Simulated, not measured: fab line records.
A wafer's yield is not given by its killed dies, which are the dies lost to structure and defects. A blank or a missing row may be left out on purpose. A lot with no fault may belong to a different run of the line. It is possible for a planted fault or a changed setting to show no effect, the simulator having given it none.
Matching of chambers    flow n5-finfet    N5_BEOL_M8_STRIP_67 on rie-diel-01 has 4 sister chambers
The step strips in CF4. 16 wafers are shown with their chamber, then 8 later ones without.

WAFERS, EACH WITH ITS CHAMBER
wafer   chamber  showerhead-plenum-p-Torr (Torr)  drypump-motor-current-A (A)  rf-vpp-V (V)
L074.2  3        1.75                             5.7                          269.9
L074.3  1        1.84                             5.9                          272.5
L074.4  3        1.75                             5.7                          270.6
L077.4  0        1.89                             5.2                          271.5
L077.5  1        1.84                             5.9                          272.4
L077.6  2        1.88                             6.1                          273.5
L084.2  0        1.88                             5.3                          272.9
L084.3  2        1.88                             6.0                          273.4
L084.4  3        1.74                             5.7                          269.6
L085.1  3        1.74                             5.7                          268.9
L085.2  0        1.88                             5.3                          272.4
L085.3  2        1.88                             6.1                          271.3
L087.2  0        1.88                             5.3                          272.4
L087.4  1        1.83                             5.9                          270.3
L087.5  2        1.88                             6.1                          273.8
L092.2  0        1.88                             5.3                          273.4

SIGNATURES, as means of the wafers listed above
reading                   chamber 0  chamber 1  chamber 2  chamber 3  scatter within a chamber
showerhead-plenum-p-Torr  1.8820     1.8367     1.8800     1.7450     0.00453
drypump-motor-current-A   5.280      5.900      6.075      5.700      0.0359
rf-vpp-V                  272.520    271.733    273.000    269.750    0.936
Rule: for a wafer and a chamber, the distance is found by dividing, reading by reading, the gap between the wafer's reading and the chamber's mean by the reading's scatter, squaring, summing and taking the root. The wafer belongs to the nearest chamber; if the next one is less than 2 further off, it can't be placed. How the scatter is found: for the shown wafers, subtract from each reading the mean of its chamber, square and add these, divide the total by (wafers less chambers), then take the root.

WAFERS WHOSE CHAMBER IS MISSING
wafer   showerhead-plenum-p-Torr (Torr)  drypump-motor-current-A (A)  rf-vpp-V (V)
L092.5  1.87                             6.1                          269.6
L092.6  1.74                             5.7                          269.4
L094.1  1.83                             5.9                          273.0
L094.2  1.74                             5.7                          268.7
L094.3  1.87                             6.1                          274.3
L097.1  1.83                             5.9                          272.0
L097.3  1.87                             6.1                          272.7
L097.6  1.88                             5.2                          273.1

WHICH CHAMBER EACH ONE RAN IN
wafer   from the rows above  in truth
L092.5  2                    2
L092.6  3                    3
L094.1  1                    1
L094.2  3                    3
L094.3  2                    2
L097.1  1                    1
L097.3  2                    2
L097.6  0                    0
Correct placement for 8 of the 8. Can't be placed from these rows: 0. Wrongly placed: 0.
